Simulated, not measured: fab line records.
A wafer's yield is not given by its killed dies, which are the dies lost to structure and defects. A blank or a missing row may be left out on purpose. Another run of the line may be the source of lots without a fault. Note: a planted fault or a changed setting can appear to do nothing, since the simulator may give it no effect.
fab line records    flow nand-harc
record: lots: 12  wafers: 36  last-day: 34
route steps=1302 shown A_CONTACT@1003 END@1302
lots with no fault: from the same line, run without faults
start-h: start of the lot's first displayed wafer, in hours after the record's first day    wait-h: hours from the lot's prior step to this one    " repeats the value in the row above    L1.1+2: one row covering several wafers at once    - no value, or no start given    * or withheld: withheld    < > ~ a bound
route shown NAME@n: names a module that has steps shown in the file, with the first one's number in the route    usual: mean/standard deviation taken from wafers without a fault    same: alike in all rows    chamber/n: place in a boat    sites: per-site readings    _std_site: the standard deviation of these    _edge_site: the outer-site mean with the inner-site mean subtracted    radius-mm: for every site, how far away it sits from the centre of the wafer    mask NAME#n: copy n    behind: tool/chamber where the wafer was last shaped    hold: why the lot went on hold/how many hours it stayed there/how the hold came to an end    device: names the non-switching transistor (n, p or np)    end of line: tests of these same wafers at the route's end    a step with no rows: only its recipe    killed: count of dies lost to structure and defects at first sort (not the wafer's yield)    map: a wafer's dies, marking killed ones x, the rest . and places with no die _
set.NAME: the setting as run; set.NAME@STEP: as run at that earlier step    model.NAME: the simulator's own value behind a step, which no gauge read
one table for each step of the route and one row for each wafer, over a sample of lots
services: from which hour (start-h, from the record's first day; less than 0 if before it) a tool's chamber was out of use, for how many hours, and why
== steps ==
step: NHARC_A_CONTACT_ETCH_50
recipe: target-depth-a: 1210  time-s: 60.5  cf4-flow-sccm: 100  chf3-flow-sccm: 30  ar-flow-sccm: 0  rf-w: 500  bias-w: 200  chemistry: CF4/CHF3
usual: drypump-motor-current-A: 5.5/0.36  oes-product-au: 0.955/0.025  rf-vpp-V: 371.5/2.7  showerhead-plenum-p-Torr: 1.60/0.073  throttle-valve-pct: 16.803/0.0096
lot.wafer  tool         chamber  start-h  wait-h  drypump-motor-current-A  oes-product-au  rf-hours-counter-h  rf-vpp-V  showerhead-plenum-p-Torr  throttle-valve-pct
L673.2     rie-diel-02  2        495.19   -       5.3                      0.951           15                  368.4     1.47                      16.787
L673.4     "            0        "        "       5.7                      0.981           13                  372.4     1.63                      16.811
L673.5     "            1        "        "       5.0                      0.980           -                   372.0     1.62                      16.795
L676.2     rie-diel-02  2        513.79   -       5.3                      0.956           18                  367.5     1.47                      16.804
L676.4     "            3        "        "       6.1                      0.945           18                  372.7     1.63                      16.793
L676.6     "            0        "        "       5.7                      0.967           -                   373.1     1.63                      16.805
L674.2     rie-diel-11  1        519.73   -       5.7                      0.920           27                  369.4     1.51                      16.800
L674.3     "            2        "        "       5.8                      0.923           25                  373.2     1.65                      16.822
L674.5     "            1        "        "       5.7                      0.924           -                   368.9     1.51                      16.817
L680.1     rie-diel-11  3        577.23   -       5.2                      0.924           51                  373.3     1.66                      16.820
L680.6     "            0        "        "       5.7                      0.820           -                   375.3     1.69                      16.793
L680.5     "            1        "        "       5.7                      0.921           -                   368.7     1.51                      16.800
L682.1     rie-diel-11  3        583.20   -       5.2                      0.918           54                  373.1     1.66                      16.809
L682.4     "            1        "        "       5.7                      0.920           47                  368.1     1.51                      16.803
L682.6     "            3        "        "       5.2                      0.822           -                   372.8     1.66                      16.791
L689.1     rie-diel-02  2        651.58   -       5.3                      0.991           15                  365.9     1.46                      16.793
L689.2     "            3        "        "       6.1                      0.972           12                  373.1     1.63                      16.802
L689.6     "            1        "        "       5.0                      0.978           -                   372.4     1.62                      16.796
L688.3     rie-diel-11  1        651.75   -       5.7                      0.973           8                   366.5     1.50                      16.810
L688.2     "            3        "        "       5.2                      0.985           7                   374.5     1.65                      16.807
L688.6     "            2        "        "       5.8                      0.992           -                   372.7     1.64                      16.815
L690.3     rie-diel-02  1        672.96   -       5.0                      0.957           17                  371.6     1.61                      16.812
L690.2     "            2        "        "       5.3                      0.967           19                  364.8     1.46                      16.798
L690.6     "            3        "        "       6.1                      0.938           -                   372.3     1.63                      16.788
L694.2     rie-diel-02  0        715.34   -       5.7                      0.972           25                  371.7     1.62                      16.808
L694.1     "            3        "        "       6.0                      0.956           23                  371.0     1.62                      16.797
L694.5     "            1        "        "       5.0                      0.962           -                   371.1     1.61                      16.802
L696.2     rie-diel-02  1        723.46   -       5.0                      0.974           25                  371.3     1.61                      16.800
L696.5     "            1        "        "       5.0                      0.971           -                   371.4     1.61                      16.811
L696.6     "            2        "        "       5.3                      0.990           -                   366.5     1.46                      16.802
L693.2     rie-diel-11  1        723.84   -       5.7                      0.988           29                  368.2     1.50                      16.793
L693.1     "            2        "        "       5.8                      0.973           30                  372.1     1.64                      16.819
L693.5     "            3        "        "       5.2                      0.961           -                   372.7     1.65                      16.797
L695.4     rie-diel-02  1        730.53   -       5.0                      0.971           26                  371.6     1.61                      16.794
L695.3     "            2        "        "       5.3                      0.969           28                  365.6     1.46                      16.808
L695.1     "            3        "        "       6.1                      0.941           26                  372.9     1.62                      16.814
step: NHARC_A_CONTACT_ETCH_51
recipe: target-depth-a: 70000  over-etch-frac: 0.3  time-s: 1820  ion-energy-ev: 150  o2-flow-sccm: 400  cos-flow-sccm: 20  ar-flow-sccm: 0  rf-w: 500  bias-w: 300  chemistry: O2/COS
usual: drypump-motor-current-A: 5.6/0.37  oes-product-au: 0.998/0.0089  rf-vpp-V: 314.8/2.3  showerhead-plenum-p-Torr: 3.17/0.15  throttle-valve-pct: 28.330/0.0092
lot.wafer  tool         chamber  start-h  wait-h  drypump-motor-current-A  oes-product-au  rf-hours-counter-h  rf-vpp-V  showerhead-plenum-p-Torr  throttle-valve-pct
L673.4     rie-diel-02  3        -        -       6.1                      0.989           14                  316.8     3.24                      28.316
L673.2     "            0        "        "       5.7                      1.004           13                  315.3     3.23                      28.329
L673.5     "            0        "        "       5.7                      1.018           -                   315.9     3.23                      28.315
L676.4     rie-diel-02  0        -        -       5.7                      0.997           17                  314.5     3.23                      28.339
L676.2     "            1        "        "       5.0                      1.010           20                  316.4     3.22                      28.328
L676.6     "            3        "        "       6.1                      0.985           -                   315.6     3.24                      28.346
L674.3     rie-diel-11  3        -        -       5.2                      0.993           28                  316.8     3.31                      28.327
L674.2     "            0        "        "       5.7                      1.008           19                  317.0     3.36                      28.331
L674.5     "            3        "        "       5.2                      0.992           -                   316.5     3.30                      28.339
L680.1     rie-diel-11  0        -        -       5.7                      0.984           37                  316.7     3.35                      28.342
L680.5     "            2        "        "       5.8                      1.005           -                   315.3     3.27                      28.327
L680.6     "            3        "        "       5.1                      0.986           -                   317.8     3.29                      28.309
L682.1     rie-diel-11  3        -        -       5.2                      0.985           54                  316.2     3.29                      28.338
L682.4     "            2        "        "       5.8                      1.010           53                  315.4     3.27                      28.335
L682.6     "            0        "        "       5.7                      0.993           -                   318.1     3.35                      28.323
L689.2     rie-diel-02  0        -        -       5.7                      1.005           14                  316.3     3.22                      28.344
L689.1     "            1        "        "       5.0                      1.004           14                  316.1     3.20                      28.342
L689.6     "            3        "        "       6.1                      0.995           -                   315.5     3.23                      28.317
L688.2     rie-diel-11  3        -        -       5.2                      0.994           8                   316.8     3.28                      28.332
L688.3     "            1        "        "       5.7                      1.012           8                   312.1     2.98                      28.343
L688.6     "            3        "        "       5.2                      0.991           -                   316.4     3.28                      28.333
L690.3     rie-diel-02  2        -        -       5.3                      1.001           19                  309.0     2.90                      28.328
L690.2     "            1        "        "       5.0                      1.010           18                  314.3     3.20                      28.329
L690.6     "            3        "        "       6.1                      0.984           -                   316.5     3.23                      28.319
L694.2     rie-diel-02  3        -        -       6.1                      0.988           23                  315.8     3.22                      28.336
L694.1     "            2        "        "       5.3                      1.018           25                  311.6     2.90                      28.333
L694.5     "            0        "        "       5.7                      0.993           -                   316.0     3.21                      28.330
L696.2     rie-diel-02  0        -        -       5.7                      0.999           26                  314.3     3.21                      28.347
L696.6     "            1        "        "       5.0                      0.996           -                   315.4     3.20                      28.329
L696.5     "            2        "        "       5.3                      1.010           -                   312.0     2.89                      28.312
L693.2     rie-diel-11  1        -        -       5.7                      0.997           29                  311.3     2.97                      28.331
L693.1     "            2        "        "       5.8                      1.015           30                  316.7     3.25                      28.330
L693.5     "            1        "        "       5.7                      1.004           -                   311.0     2.97                      28.338
L695.1     rie-diel-02  2        -        -       5.3                      0.987           28                  311.2     2.89                      28.317
L695.3     "            3        "        "       6.1                      0.984           26                  315.3     3.22                      28.325
L695.4     "            0        "        "       5.7                      1.011           27                  315.5     3.21                      28.319
step: NHARC_A_CONTACT_ETCH_117
recipe: source-w: withheld  pressure-mtorr: 20  bias-v: 3000  time-s: 190  target-depth-a: 18500  ar-flow-sccm: withheld  c4f8-flow-sccm: withheld  o2-flow-sccm: withheld  chemistry: C4F8/O2/Ar
lot.wafer  tool             chamber  start-h  wait-h  rf-hours-counter-h
L673.2     har-cap-etch-01  0        497.55   0.1     131
L673.4     "                0        "        "       -
L673.5     "                1        "        "       -
L676.2     har-cap-etch-03  0        516.12   0.1     43
L676.4     "                1        "        "       -
L676.6     "                1        "        "       -
L674.2     har-cap-etch-03  0        522.11   0.1     45
L674.3     "                0        "        "       -
L674.5     "                0        "        "       -
L680.1     har-cap-etch-03  0        579.56   0.1     55
L680.6     "                0        "        "       -
L680.5     "                1        "        "       -
L682.1     har-cap-etch-02  0        585.57   0.1     98
L682.4     "                1        "        "       -
L682.6     "                1        "        "       -
L689.1     har-cap-etch-01  0        653.92   0.1     26
L689.2     "                1        "        "       26
L689.6     "                1        "        "       -
L688.2     har-cap-etch-02  0        654.13   0.1     112
L688.3     "                1        "        "       -
L688.6     "                0        "        "       -
L690.2     har-cap-etch-02  1        675.29   0.1     115
L690.3     "                1        "        "       -
L690.6     "                0        "        "       -
L694.2     har-cap-etch-01  0        717.68   0.1     35
L694.1     "                1        "        "       35
L694.5     "                1        "        "       -
L696.2     har-cap-etch-02  1        725.84   0.1     122
L696.5     "                0        "        "       -
L696.6     "                1        "        "       -
L693.2     har-cap-etch-03  0        726.17   0.1     78
L693.1     "                1        "        "       78
L693.5     "                0        "        "       -
L695.1     har-cap-etch-02  0        732.91   0.1     124
L695.3     "                1        "        "       -
L695.4     "                0        "        "       -
step: NHARC_A_CONTACT_ETCH_118
recipe: source-w: withheld  pressure-mtorr: 20  bias-v: 3000  time-s: 190  target-depth-a: 18500  ar-flow-sccm: withheld  c4f8-flow-sccm: withheld  o2-flow-sccm: withheld  chemistry: C4F8/O2/Ar
lot.wafer  tool             chamber  start-h  wait-h  rf-hours-counter-h
L673.2     har-cap-etch-01  0        497.72   0.1     131
L673.4     "                0        "        "       -
L673.5     "                1        "        "       -
L676.2     har-cap-etch-03  0        516.29   0.1     43
L676.4     "                1        "        "       -
L676.6     "                1        "        "       -
L674.2     har-cap-etch-03  0        522.28   0.1     45
L674.3     "                0        "        "       -
L674.5     "                0        "        "       -
L680.1     har-cap-etch-03  0        579.73   0.1     55
L680.6     "                0        "        "       -
L680.5     "                1        "        "       -
L682.1     har-cap-etch-02  0        585.74   0.1     98
L682.4     "                1        "        "       -
L682.6     "                1        "        "       -
L689.1     har-cap-etch-01  0        654.09   0.1     26
L689.2     "                1        "        "       26
L689.6     "                1        "        "       -
L688.2     har-cap-etch-02  0        654.30   0.1     112
L688.3     "                1        "        "       -
L688.6     "                0        "        "       -
L690.2     har-cap-etch-02  1        675.46   0.1     116
L690.3     "                1        "        "       -
L690.6     "                0        "        "       -
L694.2     har-cap-etch-01  0        717.86   0.1     35
L694.1     "                1        "        "       35
L694.5     "                1        "        "       -
L696.2     har-cap-etch-02  1        726.01   0.1     122
L696.5     "                0        "        "       -
L696.6     "                1        "        "       -
L693.2     har-cap-etch-03  0        726.34   0.1     78
L693.1     "                1        "        "       78
L693.5     "                0        "        "       -
L695.1     har-cap-etch-02  0        733.09   0.1     124
L695.3     "                1        "        "       -
L695.4     "                0        "        "       -
step: NHARC_END_SORT_01
recipe: temp-c: 25
usual: killed-at-array: 52/17  killed-at-other: 0.9/1.2  killed-at-periphery: 3.9/2.7  killed-dies: 57/16  killed-open: 3.3/1.9  killed-short: 2.5/1.5
same: gross-dies: 677
lot.wafer  tool       chamber  start-h  wait-h  hold                      killed-at-array  killed-at-other  killed-at-periphery  killed-dies  killed-open  killed-short
L680.1     prober-01  0        647.09   2.5     await-dispo/4.6h/release  49               0                2                    51           5            1
L680.5     prober-01  0        650.31   3.7     await-dispo/4.6h/release  61               1                2                    64           5            5
L680.6     prober-01  0        651.12   4.0     await-dispo/4.6h/release  63               1                5                    69           3            3
L682.1     prober-02  0        654.81   2.5     await-dispo/1.8h/release  57               3                6                    66           3            2
L682.4     prober-02  0        657.23   3.4     await-dispo/1.8h/release  48               2                5                    55           4            1
L682.6     prober-02  0        658.83   4.0     await-dispo/1.8h/release  108              2                5                    115          3            2
L689.1     prober-01  0        720.71   2.5     -                         42               2                4                    48           3            5
L689.2     prober-01  0        721.50   2.8     -                         54               1                6                    61           6            2
L689.6     prober-01  0        724.70   4.0     -                         39               0                3                    42           3            0
L688.2     prober-02  0        721.63   2.8     -                         38               1                2                    41           3            2
L688.3     prober-02  0        722.44   3.2     -                         49               0                9                    58           4            0
L688.6     prober-02  0        724.87   4.1     -                         31               1                3                    35           5            2
L690.2     prober-02  0        742.15   2.8     -                         52               0                3                    55           3            0
L690.3     prober-02  0        742.96   3.1     -                         75               1                3                    79           2            1
L690.6     prober-02  0        745.41   4.1     -                         61               1                1                    63           6            1
killed by level:class
L680.1 A_CHANNEL_HOLE_D1:chamber-film-flake=28 A_STAIRCASE:chamber-film-flake=6 A_CHANNEL_HOLE_D2:chamber-film-flake=4 P_STI:chamber-film-flake=2 A_CHANNEL_FILL_D2:chamber-film-flake=2 A_CONTACT:chamber-film-flake=2 A_CHANNEL_HOLE_D1:geometric-particle:open=1 A_CHANNEL_HOLE_D2:geometric-particle:open=1
L680.5 A_CHANNEL_HOLE_D1:chamber-film-flake=35 A_CHANNEL_HOLE_D2:chamber-film-flake=7 A_CONTACT:chamber-film-flake=4 A_CHANNEL_FILL_D2:chamber-film-flake=3 P_M0:geometric-particle:open=2 A_CHANNEL_FILL_D2:geometric-particle:short=2 A_STAIRCASE:chamber-film-flake=2 A_ONON_D1:geometric-particle:short=1
L680.6 A_CHANNEL_HOLE_D1:chamber-film-flake=32 A_CHANNEL_HOLE_D2:chamber-film-flake=11 A_CONTACT:chamber-film-flake=5 A_CONTACT:area-etch=5 A_CHANNEL_FILL_D1:chamber-film-flake=2 A_CHANNEL_FILL_D2:chamber-film-flake=2 A_STAIRCASE:chamber-film-flake=2 P_CONTACT:geometric-particle:short=1
L682.1 A_CHANNEL_HOLE_D1:chamber-film-flake=35 A_CONTACT:chamber-film-flake=9 A_CHANNEL_HOLE_D2:chamber-film-flake=7 A_SLIT:chamber-film-flake=3 THIN_TSV:chamber-film-flake=3 P_CONTACT:geometric-particle:open=2 P_STI:chamber-film-flake=2 P_M0:geometric-particle:open=1
L682.4 A_CHANNEL_HOLE_D1:chamber-film-flake=30 A_CHANNEL_HOLE_D2:chamber-film-flake=7 A_CONTACT:chamber-film-flake=7 P_STI:chamber-film-flake=3 THIN_TSV:chamber-film-flake=2 P_GATE:geometric-particle:open=1 P_CONTACT:geometric-particle:open=1 A_ONON_D1:geometric-particle:open=1
L682.6 A_CONTACT:area-etch=53 A_CHANNEL_HOLE_D1:chamber-film-flake=29 A_CHANNEL_HOLE_D2:chamber-film-flake=12 A_CONTACT:chamber-film-flake=6 P_STI:chamber-film-flake=4 A_CHANNEL_FILL_D1:chamber-film-flake=2 THIN_TSV:chamber-film-flake=2 A_ONON_D1:geometric-particle:open=1
L689.1 A_STAIRCASE:chamber-film-flake=9 A_CHANNEL_HOLE_D2:chamber-film-flake=8 A_CHANNEL_HOLE_D1:chamber-film-flake=5 A_CONTACT:chamber-film-flake=5 A_SLIT:chamber-film-flake=4 A_BONDPAD:chamber-film-flake=3 A_CHANNEL_FILL_D1:geometric-particle:open=2 THIN_TSV:chamber-film-flake=2
L689.2 A_CHANNEL_HOLE_D2:chamber-film-flake=23 A_STAIRCASE:chamber-film-flake=7 A_CHANNEL_HOLE_D1:chamber-film-flake=4 A_SLIT:chamber-film-flake=4 A_CONTACT:chamber-film-flake=4 P_GATE:chamber-film-flake=3 A_ONON_D2:geometric-particle:open=2 A_BLC:geometric-particle:open=2
L688.2 A_SLIT:chamber-film-flake=27 A_STAIRCASE:chamber-film-flake=3 A_CHANNEL_HOLE_D1:chamber-film-flake=2 P_CONTACT:geometric-particle:short=1 P_M0:geometric-particle:open=1 A_CHANNEL_FILL_D1:geometric-particle:open=1 A_ONON_D2:geometric-particle:short=1 A_CONTACT:geometric-particle:open=1
L688.3 A_SLIT:chamber-film-flake=27 A_STAIRCASE:chamber-film-flake=8 P_BONDPAD:chamber-film-flake=7 A_CHANNEL_HOLE_D1:chamber-film-flake=4 A_CONTACT:chamber-film-flake=3 P_ZERO_WELL:chamber-film-flake=2 A_BONDPAD:chamber-film-flake=2 A_SOURCE_PLATE:geometric-particle:open=1
L689.6 A_CONTACT:chamber-film-flake=8 A_SLIT:chamber-film-flake=8 A_CHANNEL_HOLE_D2:chamber-film-flake=6 A_STAIRCASE:chamber-film-flake=5 A_SGD_CUT:chamber-film-flake=3 A_CHANNEL_HOLE_D1:chamber-film-flake=2 A_WL_FILL:chamber-film-flake=2 A_BONDPAD:chamber-film-flake=2
L688.6 A_SLIT:chamber-film-flake=12 A_STAIRCASE:chamber-film-flake=6 P_BONDPAD:chamber-film-flake=3 A_CONTACT:chamber-film-flake=3 A_ONON_D2:geometric-particle:open=2 A_ZERO_WELL:chamber-film-flake=2 A_ONON_D1:geometric-particle:short=1 A_CHANNEL_FILL_D1:geometric-particle:open=1
L690.2 A_CHANNEL_HOLE_D1:chamber-film-flake=30 A_CHANNEL_HOLE_D2:chamber-film-flake=9 A_SLIT:chamber-film-flake=5 A_CONTACT:chamber-film-flake=4 A_STAIRCASE:chamber-film-flake=2 P_M2:chamber-film-flake=2 P_M2:geometric-particle:open=1 A_CHANNEL_HOLE_D1:geometric-particle:open=1
L690.3 A_CHANNEL_HOLE_D1:chamber-film-flake=32 A_CHANNEL_HOLE_D2:chamber-film-flake=26 A_SLIT:chamber-film-flake=5 A_CONTACT:chamber-film-flake=4 A_CHANNEL_FILL_D1:chamber-film-flake=3 A_STAIRCASE:chamber-film-flake=3 P_GATE:geometric-particle:short=1 A_SGD_CUT:geometric-particle:open=1
L690.6 A_CHANNEL_HOLE_D1:chamber-film-flake=31 A_CHANNEL_HOLE_D2:chamber-film-flake=8 A_STAIRCASE:chamber-film-flake=5 A_CONTACT:chamber-film-flake=5 A_SLIT:chamber-film-flake=4 A_SGD_CUT:geometric-particle:open=2 A_CHANNEL_FILL_D1:geometric-particle:open=1 A_CHANNEL_HOLE_D2:geometric-particle:open=1
== services ==
tool             chamber  start-h  hours  kind
rie-diel-02      0        476.49   -      clean
rie-diel-02      1        476.49   -      clean
rie-diel-02      2        476.49   -      clean
rie-diel-02      3        476.49   -      clean
har-cap-etch-01  -        499.09   17.0   pm
rie-diel-02      0        500.99   -      clean
rie-diel-02      1        500.99   -      clean
rie-diel-02      2        500.99   -      clean
rie-diel-02      3        500.99   -      clean
rie-diel-02      0        525.49   -      clean
rie-diel-02      1        525.49   -      clean
rie-diel-02      2        525.49   -      clean
rie-diel-02      3        525.49   -      clean
rie-diel-02      0        549.99   -      clean
rie-diel-02      1        549.99   -      clean
rie-diel-02      2        549.99   -      clean
rie-diel-02      3        549.99   -      clean
rie-diel-02      3        551.85   5.3    repair
rie-diel-11      1        555.45   7.7    repair
rie-diel-02      -        557.88   4.4    repair
rie-diel-11      0        560.67   3.8    repair
rie-diel-02      -        570.94   9.0    pm
rie-diel-11      -        613.41   9.0    pm
har-cap-etch-03  -        636.97   0.3    repair
== key ==
first-sign: step: NHARC_A_CONTACT_ETCH_50  reading: oes-product-au  direction: down  sigmas: 5.4  usual: 0.955  struck: 0.821
effect: step: NHARC_END_SORT_01  reading: hold  direction: added
more-kills-born-at: NHARC_A_CONTACT_ETCH_50@rie-diel-11: 58
met-at NHARC_A_CONTACT_ETCH_50
struck-lots L680,L682
struck-wafers L680.6,L682.6
tester-left-out L680,L682
not-acting-at NHARC_A_CONTACT_ETCH_51,NHARC_A_CONTACT_ETCH_117,NHARC_A_CONTACT_ETCH_118
onset-between 519.73 577.23
fault: kind: process-parameter-drift  tool: rie-diel-11  chamber: -  onset-h: 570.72  steps: NHARC_A_CONTACT_ETCH_50  channel: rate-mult  offset: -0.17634  shape: step  end-h: 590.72  scope: struck-wafers-only
tester-left-out: of these lots the tester's yield and bins aren't shown, on N5 and GAA mostly nor the transistor test; their killed dies are dies lost to structure and defects alone, not to doping, threshold or leakage, so they don't give the yield
